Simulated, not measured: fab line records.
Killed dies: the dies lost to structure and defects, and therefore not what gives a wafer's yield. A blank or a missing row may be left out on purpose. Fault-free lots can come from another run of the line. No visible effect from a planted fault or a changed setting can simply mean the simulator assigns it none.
Which tool is to blame? + flow n5_finfet + 23 lots with 69 wafers sampled at 6 steps, on a route of 1938 steps

## WHAT THE GAUGES SHOWED, per wafer
The record lacks any reading of a measuring or inspecting step that a usual standard deviation could be used to judge.

## TOOL THAT RAN EACH LOT (tool first, then ch and the chambers of the sampled wafers, then the start)
| lot  | N5_BEOL_M4_ETCH_74                 | N5_BEOL_M4_DESCUM_33               | N5_BEOL_M4_ANNEAL_91         | N5_BEOL_M4_SPUTTER_96        | N5_BEOL_M5_ETCH_62                 | N5_BEOL_M5_ETCH_41             |
|------|------------------------------------|------------------------------------|------------------------------|------------------------------|------------------------------------|--------------------------------|
| L075 | rie_diel-01 ch 0,2, day 7 15:50    | rie_diel-04 ch 0,1, day 7 16:56    | pvd_sputter-01, day 8 07:05  | pvd_sputter-01, day 8 07:40  | rie_diel-06 ch 0,2, day 8 12:15    | rie_diel-05 ch 0,2, no start   |
| L074 | rie_diel-04 ch 0,1, day 7 19:38    | rie_diel-02 ch 0,1, day 7 20:29    | pvd_sputter-02, day 8 10:15  | pvd_sputter-02, day 8 10:50  | rie_diel-05 ch 1,3, day 8 14:55    | rie_diel-03 ch 2,3, no start   |
| L076 | rie_diel-01 ch 2,3, day 7 20:49    | rie_diel-02 ch 2,3, day 7 22:07    | pvd_sputter-03, day 8 11:56  | pvd_sputter-03, day 8 12:31  | rie_diel-03 ch 0,1,2, day 8 16:16  | rie_diel-06 ch 0,3, no start   |
| L077 | rie_diel-04 ch 0,1, day 8 13:48    | rie_diel-02 ch 0,1,2, day 8 14:46  | pvd_sputter-03, day 8 21:16  | pvd_sputter-03, day 8 21:50  | rie_diel-05 ch 1,2,3, day 9 03:14  | rie_diel-06 ch 0,1,2, no start |
| L079 | rie_diel-01 ch 0,1, day 9 08:57    | rie_diel-04 ch 0,1,2, day 9 09:47  | pvd_sputter-01, day 9 15:38  | pvd_sputter-01, day 9 16:13  | rie_diel-05 ch 0,1,3, day 9 21:59  | rie_diel-06 ch 0,2,3, no start |
| L078 | rie_diel-01 ch 0,2,3, day 9 10:02  | rie_diel-02 ch 0,1,2, day 9 11:01  | pvd_sputter-01, day 9 20:17  | pvd_sputter-01, day 9 20:52  | rie_diel-06 ch 1,3, day 10 00:56   | rie_diel-03 ch 0,2, no start   |
| L080 | rie_diel-02 ch 0,2,3, day 9 10:42  | rie_diel-01 ch 0,1,3, day 9 11:35  | pvd_sputter-02, day 9 20:37  | pvd_sputter-02, day 9 21:11  | rie_diel-03 ch 0,1, day 10 01:23   | rie_diel-03 ch 0,1, no start   |
| L082 | rie_diel-04 ch 1,2,3, day 9 14:34  | rie_diel-01 ch 1,2,3, day 9 15:30  | pvd_sputter-03, day 9 20:39  | pvd_sputter-03, day 9 21:14  | rie_diel-05 ch 0,1, day 10 01:41   | rie_diel-06 ch 0,1, no start   |
| L081 | rie_diel-01 ch 1,2, day 9 16:09    | rie_diel-02 ch 0,1,3, day 9 17:09  | pvd_sputter-02, day 9 22:33  | pvd_sputter-02, day 9 23:08  | rie_diel-05 ch 0,1, day 10 06:13   | rie_diel-06 ch 0,1, no start   |
| L083 | rie_diel-01 ch 0,2, day 9 18:50    | rie_diel-01 ch 0,1, day 9 19:48    | pvd_sputter-02, day 10 00:26 | pvd_sputter-02, day 10 01:01 | rie_diel-05 ch 0,1, day 10 06:48   | rie_diel-03 ch 0,1,2, no start |
| L085 | rie_diel-02 ch 1,3, day 10 05:56   | rie_diel-02 ch 1,2,3, day 10 06:47 | pvd_sputter-03, day 10 15:23 | pvd_sputter-03, day 10 15:58 | rie_diel-05 ch 1,2, day 10 20:17   | rie_diel-05 ch 0,1,3, no start |
| L086 | rie_diel-04 ch 0,1, day 10 21:03   | rie_diel-02 ch 1,2, day 10 22:04   | pvd_sputter-01, day 11 05:12 | pvd_sputter-01, day 11 05:47 | rie_diel-03 ch 0,1,3, day 11 09:44 | rie_diel-05 ch 0,1,2, no start |
| L087 | rie_diel-02 ch 0,1,3, day 11 03:00 | rie_diel-01 ch 1,2,3, day 11 04:01 | pvd_sputter-01, day 11 10:19 | pvd_sputter-01, day 11 10:53 | rie_diel-06 ch 0,1,3, day 11 16:04 | rie_diel-05 ch 0,1,3, no start |
| L088 | rie_diel-02 ch 0,1,3, day 11 04:24 | rie_diel-04 ch 0,1,3, day 11 05:15 | pvd_sputter-01, day 11 14:41 | pvd_sputter-01, day 11 15:16 | rie_diel-06 ch 0,1,3, day 11 19:36 | rie_diel-06 ch 2,3, no start   |
| L089 | rie_diel-01 ch 0,2,3, day 11 12:43 | rie_diel-04 ch 1,2,3, day 11 13:43 | pvd_sputter-01, day 11 18:16 | pvd_sputter-01, day 11 18:50 | rie_diel-06 ch 1,2,3, day 12 01:18 | rie_diel-05 ch 1,2,3, no start |
| L090 | rie_diel-01 ch 1,2,3, day 11 17:32 | rie_diel-04 ch 1,2,3, day 11 18:23 | pvd_sputter-01, day 12 02:32 | pvd_sputter-01, day 12 03:07 | rie_diel-05 ch 0,2,3, day 12 08:44 | rie_diel-03 ch 0,2,3, no start |
| L091 | rie_diel-01 ch 0,1,3, day 12 01:30 | rie_diel-04 ch 0,1,2, day 12 02:21 | pvd_sputter-02, day 12 07:40 | pvd_sputter-02, day 12 08:15 | rie_diel-06 ch 0,2,3, day 12 11:55 | rie_diel-05 ch 0,1,2, no start |
| L092 | rie_diel-04 ch 0,1,3, day 12 07:34 | rie_diel-02 ch 1,2,3, day 12 08:33 | pvd_sputter-03, day 12 13:08 | pvd_sputter-03, day 12 13:43 | rie_diel-03 ch 0,1,2, day 12 18:37 | rie_diel-06 ch 0,1,2, no start |
| L095 | rie_diel-01 ch 0,2, day 12 19:26   | rie_diel-01 ch 1,2,3, day 12 20:28 | pvd_sputter-02, day 13 03:32 | pvd_sputter-02, day 13 04:07 | rie_diel-03 ch 0,1,2, day 13 08:46 | rie_diel-05 ch 0,1,3, no start |
| L093 | rie_diel-04 ch 0,2,3, day 13 02:15 | rie_diel-04 ch 0,2, day 13 03:08   | pvd_sputter-01, day 13 07:04 | pvd_sputter-01, day 13 07:38 | rie_diel-06 ch 1,2,3, day 13 12:32 | rie_diel-05 ch 0,1, no start   |
| L094 | rie_diel-02 ch 0,3, day 13 06:18   | rie_diel-01 ch 0,1,2, day 13 07:08 | pvd_sputter-01, day 13 12:43 | pvd_sputter-01, day 13 13:17 | rie_diel-06 ch 1,2, day 13 18:10   | rie_diel-05 ch 3, no start     |
| L096 | rie_diel-02 ch 0,2,3, day 13 08:43 | rie_diel-01 ch 1,2,3, day 13 09:43 | pvd_sputter-03, day 13 15:41 | pvd_sputter-03, day 13 16:16 | rie_diel-06 ch 0,1,3, day 13 22:19 | rie_diel-06 ch 0,1,2, no start |
| L097 | rie_diel-04 ch 1,2,3, day 13 13:37 | rie_diel-04 ch 1,2, day 13 15:17   | pvd_sputter-03, day 13 19:47 | pvd_sputter-03, day 13 20:22 | rie_diel-06 ch 0,1, day 14 02:04   | rie_diel-03 ch 1,2,3, no start |
- N5_BEOL_M4_ETCH_74: etches underlayer in N2/H2, target depth 6.5 nm, time 5.2 s.
- N5_BEOL_M4_DESCUM_33: chemistry O2, time 7 s.
- N5_BEOL_M4_ANNEAL_91: time 240 s.
- N5_BEOL_M4_SPUTTER_96: material Cu, target thk 4.5 nm, time 8.29 s.
- N5_BEOL_M5_ETCH_62: etches SOC in N2/H2, target depth 75 nm, overetch 15 nm, time 112.5 s.
- N5_BEOL_M5_ETCH_41: etches SiCN in CH3F/O2, target depth 31.5 nm, time 56.7 s.

## AS READ BY THE TOOLS THEMSELVES (means over the sampled wafers that have a number; for cases with no such wafer, the mark the record gives instead)
N5_BEOL_M4_ETCH_74. Usual: drypump_motor_current_A 5.8 A, standard deviation 0.55; etch_rf_on_time_s 5.22 s, standard deviation 0.11; oes_product_au 0.66 a.u., standard deviation 0.055; rf_vpp_V 523.3 V, standard deviation 2.3; showerhead_plenum_p_Torr 2.52 Torr, standard deviation 0.068; throttle_valve_pct 17.9 %, standard deviation 0.3.
| lot  | tool        | drypump_motor_current_A (A) | etch_rf_on_time_s (s) | oes_product_au (a.u.) | rf_vpp_V (V) | showerhead_plenum_p_Torr (Torr) | throttle_valve_pct (%) | flag |
|------|-------------|-----------------------------|-----------------------|-----------------------|--------------|---------------------------------|------------------------|------|
| L075 | rie_diel-01 | 5.2                         | 5.20                  | 0.70                  | 523.1        | 2.50                            | 17.7                   |      |
| L074 | rie_diel-04 | 6.3                         | 5.31                  | 0.61                  | 522.2        | 2.48                            | 18.2                   |      |
| L076 | rie_diel-01 | 5.5                         | 5.25                  | 0.68                  | 522.6        | 2.51                            | 17.7                   |      |
| L077 | rie_diel-04 | 6.3                         | 5.20                  | 0.61                  | 521.0        | 2.48                            | 18.2                   |      |
| L079 | rie_diel-01 | 5.4                         | 5.32                  | 0.69                  | 524.0        | 2.57                            | 17.6                   |      |
| L078 | rie_diel-01 | 5.5                         | 5.29                  | 0.69                  | 524.9        | 2.53                            | 17.6                   |      |
| L080 | rie_diel-02 | 5.5                         | 5.15                  | 0.62                  | 526.2        | 2.59                            | 18.2                   |      |
| L082 | rie_diel-04 | 5.8                         | 5.18                  | 0.66                  | 522.5        | 2.47                            | 18.0                   |      |
| L081 | rie_diel-01 | 5.4                         | 5.24                  | 0.68                  | 523.8        | 2.54                            | 17.7                   |      |
| L083 | rie_diel-01 | 5.3                         | 5.31                  | 0.70                  | 523.7        | 2.52                            | 17.7                   |      |
| L085 | rie_diel-02 | 6.1                         | 5.18                  | 0.61                  | 523.9        | 2.53                            | 18.3                   |      |
| L086 | rie_diel-04 | 6.5                         | 5.18                  | 0.60                  | 521.7        | 2.43                            | 18.3                   |      |
| L087 | rie_diel-02 | 5.7                         | 5.20                  | 0.66                  | 524.6        | 2.56                            | 18.1                   |      |
| L088 | rie_diel-02 | 5.7                         | 5.20                  | 0.66                  | 523.9        | 2.56                            | 18.1                   |      |
| L089 | rie_diel-01 | 5.6                         | 5.24                  | 0.67                  | 522.6        | 2.53                            | 17.6                   |      |
| L090 | rie_diel-01 | 5.6                         | 5.28                  | 0.66                  | 523.8        | 2.54                            | 17.7                   |      |
| L091 | rie_diel-01 | 5.7                         | 5.29                  | 0.68                  | 524.4        | 2.57                            | 17.6                   |      |
| L092 | rie_diel-04 | 6.0                         | 5.29                  | 0.60                  | 521.6        | 2.44                            | 18.3                   |      |
| L095 | rie_diel-01 | 5.2                         | 5.33                  | 0.67                  | 523.3        | 2.51                            | 17.7                   |      |
| L093 | rie_diel-04 | 6.1                         | 5.18                  | 0.63                  | 520.9        | 2.42                            | 18.0                   |      |
| L094 | rie_diel-02 | 5.2                         | 5.14                  | 0.65                  | 524.7        | 2.55                            | 18.3                   |      |
| L096 | rie_diel-02 | 5.5                         | 5.14                  | 0.65                  | 522.8        | 2.58                            | 18.1                   |      |
| L097 | rie_diel-04 | 5.8                         | 5.18                  | 0.71                  | 520.3        | 2.46                            | 17.9                   |      |

N5_BEOL_M4_DESCUM_33. Usual: drypump_motor_current_A 5.8 A, standard deviation 0.56; oes_product_au 0.76 a.u., standard deviation 0.061; rf_vpp_V 242.9 V, standard deviation 1.2; showerhead_plenum_p_Torr 2.08 Torr, standard deviation 0.058; throttle_valve_pct 20.54 %, standard deviation 0.28.
| lot  | tool        | drypump_motor_current_A (A) | oes_product_au (a.u.) | rf_vpp_V (V) | showerhead_plenum_p_Torr (Torr) | throttle_valve_pct (%) | flag |
|------|-------------|-----------------------------|-----------------------|--------------|---------------------------------|------------------------|------|
| L075 | rie_diel-04 | 6.5                         | 0.72                  | 242.2        | 2.02                            | 20.85                  |      |
| L074 | rie_diel-02 | 6.3                         | 0.74                  | 242.7        | 2.11                            | 20.69                  |      |
| L076 | rie_diel-02 | 5.3                         | 0.75                  | 243.1        | 2.10                            | 20.62                  |      |
| L077 | rie_diel-02 | 6.0                         | 0.73                  | 243.1        | 2.14                            | 20.63                  |      |
| L079 | rie_diel-04 | 6.3                         | 0.75                  | 243.1        | 2.03                            | 20.63                  |      |
| L078 | rie_diel-02 | 6.0                         | 0.73                  | 243.9        | 2.14                            | 20.65                  |      |
| L080 | rie_diel-01 | 5.6                         | 0.82                  | 243.7        | 2.12                            | 20.26                  |      |
| L082 | rie_diel-01 | 5.6                         | 0.80                  | 242.7        | 2.09                            | 20.28                  |      |
| L081 | rie_diel-02 | 5.7                         | 0.72                  | 243.1        | 2.10                            | 20.75                  |      |
| L083 | rie_diel-01 | 5.3                         | 0.83                  | 243.9        | 2.13                            | 20.43                  |      |
| L085 | rie_diel-02 | 5.8                         | 0.73                  | 243.5        | 2.10                            | 20.62                  |      |
| L086 | rie_diel-02 | 6.1                         | 0.73                  | 244.9        | 2.13                            | 20.55                  |      |
| L087 | rie_diel-01 | 5.6                         | 0.80                  | 243.4        | 2.09                            | 20.30                  |      |
| L088 | rie_diel-04 | 6.0                         | 0.71                  | 242.2        | 2.02                            | 20.83                  |      |
| L089 | rie_diel-04 | 5.8                         | 0.76                  | 242.8        | 2.03                            | 20.59                  |      |
| L090 | rie_diel-04 | 5.8                         | 0.75                  | 241.3        | 2.03                            | 20.60                  |      |
| L091 | rie_diel-04 | 6.3                         | 0.74                  | 241.8        | 2.03                            | 20.64                  |      |
| L092 | rie_diel-02 | 5.8                         | 0.71                  | 243.1        | 2.09                            | 20.65                  |      |
| L095 | rie_diel-01 | 5.6                         | 0.78                  | 244.1        | 2.09                            | 20.32                  |      |
| L093 | rie_diel-04 | 6.6                         | 0.73                  | 241.2        | 1.99                            | 20.63                  |      |
| L094 | rie_diel-01 | 5.3                         | 0.79                  | 243.0        | 2.09                            | 20.48                  |      |
| L096 | rie_diel-01 | 5.6                         | 0.77                  | 243.2        | 2.08                            | 20.32                  |      |
| L097 | rie_diel-04 | 6.1                         | 0.86                  | 242.6        | 2.03                            | 20.32                  |      |

N5_BEOL_M4_ANNEAL_91. Usual: heater_power_w 838 W, standard deviation 75.
| lot  | tool           | heater_power_w (W) | flag |
|------|----------------|--------------------|------|
| L075 | pvd_sputter-01 | 792                |      |
| L074 | pvd_sputter-02 | 806                |      |
| L076 | pvd_sputter-03 | 853                |      |
| L077 | pvd_sputter-03 | 850                |      |
| L079 | pvd_sputter-01 | 840                |      |
| L078 | pvd_sputter-01 | 834                |      |
| L080 | pvd_sputter-02 | 887                |      |
| L082 | pvd_sputter-03 | 803                |      |
| L081 | pvd_sputter-02 | 835                |      |
| L083 | pvd_sputter-02 | 876                |      |
| L085 | pvd_sputter-03 | 751                |      |
| L086 | pvd_sputter-01 | 837                |      |
| L087 | pvd_sputter-01 | 801                |      |
| L088 | pvd_sputter-01 | 798                |      |
| L089 | pvd_sputter-01 | 829                |      |
| L090 | pvd_sputter-01 | 821                |      |
| L091 | pvd_sputter-02 | 907                |      |
| L092 | pvd_sputter-03 | 807                |      |
| L095 | pvd_sputter-02 | 863                |      |
| L093 | pvd_sputter-01 | 793                |      |
| L094 | pvd_sputter-01 | 828                |      |
| L096 | pvd_sputter-03 | 822                |      |
| L097 | pvd_sputter-03 | 793                |      |

N5_BEOL_M4_SPUTTER_96. Usual: throttle_valve_pct 29.4 %, standard deviation 1.2.
| lot  | tool           | throttle_valve_pct (%) | flag |
|------|----------------|------------------------|------|
| L075 | pvd_sputter-01 | 29.3                   |      |
| L074 | pvd_sputter-02 | 29.2                   |      |
| L076 | pvd_sputter-03 | 30.0                   |      |
| L077 | pvd_sputter-03 | 30.0                   |      |
| L079 | pvd_sputter-01 | 29.6                   |      |
| L078 | pvd_sputter-01 | 29.1                   |      |
| L080 | pvd_sputter-02 | 28.9                   |      |
| L082 | pvd_sputter-03 | 28.8                   |      |
| L081 | pvd_sputter-02 | 29.1                   |      |
| L083 | pvd_sputter-02 | 30.0                   |      |
| L085 | pvd_sputter-03 | 28.0                   |      |
| L086 | pvd_sputter-01 | 28.8                   |      |
| L087 | pvd_sputter-01 | 29.2                   |      |
| L088 | pvd_sputter-01 | 29.1                   |      |
| L089 | pvd_sputter-01 | 29.9                   |      |
| L090 | pvd_sputter-01 | 29.8                   |      |
| L091 | pvd_sputter-02 | 30.3                   |      |
| L092 | pvd_sputter-03 | 29.0                   |      |
| L095 | pvd_sputter-02 | 30.6                   |      |
| L093 | pvd_sputter-01 | 30.1                   |      |
| L094 | pvd_sputter-01 | 29.1                   |      |
| L096 | pvd_sputter-03 | 28.9                   |      |
| L097 | pvd_sputter-03 | 29.1                   |      |

N5_BEOL_M5_ETCH_62. Usual: drypump_motor_current_A 5.42 A, standard deviation 0.29; oes_product_au 0.63 a.u., standard deviation 0.081; rf_vpp_V 524.5 V, standard deviation 1.9; showerhead_plenum_p_Torr 2.57 Torr, standard deviation 0.062; throttle_valve_pct 17.8 %, standard deviation 0.31.
| lot  | tool        | drypump_motor_current_A (A) | oes_product_au (a.u.) | rf_vpp_V (V) | showerhead_plenum_p_Torr (Torr) | throttle_valve_pct (%) | flag |
|------|-------------|-----------------------------|-----------------------|--------------|---------------------------------|------------------------|------|
| L075 | rie_diel-06 | 5.62                        | 0.59                  | 525.4        | 2.59                            | 18.2                   |      |
| L074 | rie_diel-05 | 5.36                        | 0.63                  | 523.6        | 2.52                            | 17.8                   |      |
| L076 | rie_diel-03 | 5.49                        | 0.59                  | 524.9        | 2.57                            | 17.7                   |      |
| L077 | rie_diel-05 | 5.48                        | 0.69                  | 523.8        | 2.54                            | 17.7                   |      |
| L079 | rie_diel-05 | 5.27                        | 0.70                  | 523.6        | 2.55                            | 17.7                   |      |
| L078 | rie_diel-06 | 5.37                        | 0.62                  | 524.1        | 2.56                            | 17.9                   |      |
| L080 | rie_diel-03 | 5.72                        | 0.59                  | 526.0        | 2.56                            | 17.5                   |      |
| L082 | rie_diel-05 | 5.17                        | 0.76                  | 524.3        | 2.58                            | 17.7                   |      |
| L081 | rie_diel-05 | 5.17                        | 0.76                  | 525.0        | 2.58                            | 17.7                   |      |
| L083 | rie_diel-05 | 5.19                        | 0.76                  | 524.6        | 2.58                            | 17.7                   |      |
| L085 | rie_diel-05 | 5.62                        | 0.71                  | 524.0        | 2.56                            | 17.5                   |      |
| L086 | rie_diel-03 | 5.46                        | 0.65                  | 525.1        | 2.60                            | 17.6                   |      |
| L087 | rie_diel-06 | 5.29                        | 0.61                  | 526.2        | 2.60                            | 17.8                   |      |
| L088 | rie_diel-06 | 5.27                        | 0.61                  | 525.0        | 2.60                            | 17.8                   |      |
| L089 | rie_diel-06 | 5.55                        | 0.62                  | 524.0        | 2.56                            | 18.0                   |      |
| L090 | rie_diel-05 | 5.35                        | 0.67                  | 525.2        | 2.58                            | 17.8                   |      |
| L091 | rie_diel-06 | 5.45                        | 0.56                  | 524.8        | 2.58                            | 18.2                   |      |
| L092 | rie_diel-03 | 5.52                        | 0.64                  | 524.1        | 2.55                            | 17.6                   |      |
| L095 | rie_diel-03 | 5.49                        | 0.63                  | 523.7        | 2.55                            | 17.7                   |      |
| L093 | rie_diel-06 | 5.57                        | 0.60                  | 524.2        | 2.55                            | 18.1                   |      |
| L094 | rie_diel-06 | 5.60                        | 0.64                  | 522.6        | 2.57                            | 17.9                   |      |
| L096 | rie_diel-06 | 5.29                        | 0.60                  | 525.4        | 2.59                            | 17.9                   |      |
| L097 | rie_diel-06 | 5.34                        | 0.64                  | 525.0        | 2.61                            | 17.7                   |      |

N5_BEOL_M5_ETCH_41. Usual: drypump_motor_current_A 5.37 A, standard deviation 0.27; oes_product_au 0.80 a.u., standard deviation 0.1; rf_vpp_V 297.7 V, standard deviation 1.3; showerhead_plenum_p_Torr 2.02 Torr, standard deviation 0.052; throttle_valve_pct 16.29 %, standard deviation 0.22.
| lot  | tool        | drypump_motor_current_A (A) | oes_product_au (a.u.) | rf_vpp_V (V) | showerhead_plenum_p_Torr (Torr) | throttle_valve_pct (%) | flag |
|------|-------------|-----------------------------|-----------------------|--------------|---------------------------------|------------------------|------|
| L075 | rie_diel-05 | 5.26                        | 0.77                  | 297.9        | 2.05                            | 16.48                  |      |
| L074 | rie_diel-03 | 5.18                        | 0.69                  | 297.4        | 2.02                            | 16.58                  |      |
| L076 | rie_diel-06 | 5.18                        | 0.73                  | 297.8        | 2.06                            | 16.34                  |      |
| L077 | rie_diel-06 | 5.46                        | 0.81                  | 298.9        | 2.04                            | 16.34                  |      |
| L079 | rie_diel-06 | 5.42                        | 0.72                  | 297.6        | 2.02                            | 16.48                  |      |
| L078 | rie_diel-03 | 5.48                        | 0.69                  | 297.6        | 1.97                            | 16.40                  |      |
| L080 | rie_diel-03 | 5.49                        | 0.76                  | 299.3        | 2.08                            | 16.27                  |      |
| L082 | rie_diel-06 | 5.21                        | 0.80                  | 299.6        | 2.07                            | 16.23                  |      |
| L081 | rie_diel-06 | 5.19                        | 0.80                  | 299.3        | 2.07                            | 16.23                  |      |
| L083 | rie_diel-03 | 5.48                        | 0.72                  | 297.6        | 2.03                            | 16.33                  |      |
| L085 | rie_diel-05 | 5.26                        | 0.86                  | 296.9        | 1.99                            | 16.16                  |      |
| L086 | rie_diel-05 | 5.38                        | 0.92                  | 298.3        | 2.01                            | 16.06                  |      |
| L087 | rie_diel-05 | 5.26                        | 0.85                  | 297.7        | 1.99                            | 16.16                  |      |
| L088 | rie_diel-06 | 5.70                        | 0.72                  | 297.3        | 1.98                            | 16.61                  |      |
| L089 | rie_diel-05 | 5.50                        | 0.83                  | 297.7        | 1.99                            | 16.13                  |      |
| L090 | rie_diel-03 | 5.44                        | 0.86                  | 296.5        | 1.99                            | 16.14                  |      |
| L091 | rie_diel-05 | 5.40                        | 0.90                  | 297.7        | 2.01                            | 16.07                  |      |
| L092 | rie_diel-06 | 5.48                        | 0.78                  | 298.1        | 2.03                            | 16.38                  |      |
| L095 | rie_diel-05 | 5.28                        | 0.83                  | 297.9        | 1.99                            | 16.21                  |      |
| L093 | rie_diel-05 | 5.31                        | 0.88                  | 298.0        | 1.97                            | 16.02                  |      |
| L094 | rie_diel-05 | 5.31                        | 0.70                  | 296.1        | 1.98                            | 16.44                  |      |
| L096 | rie_diel-06 | 5.48                        | 0.76                  | 297.7        | 2.03                            | 16.40                  |      |
| L097 | rie_diel-03 | 5.22                        | 0.86                  | 298.5        | 2.04                            | 16.22                  |      |

## THE ANSWER, worked out from the rows above alone
Rule: a lot counts as off when the mean over its wafers that have a number is more than 3 standard deviations away from the usual mean. Also off: a lot with no number at a reading for which 4 or more lots have one. Where the step has rows for the other lots, those lots are counted as sound. After the gauges, taken in route order, come the tools' own readings; for these a lot's mean is taken, as printed above. At the first step where some lot is off, the reading lying furthest off is the one used; lots without a number count as furthest.
Nothing can be told from this: no lot is off at any reading shown.

## WHAT THE SIMULATOR HAD INSERTED
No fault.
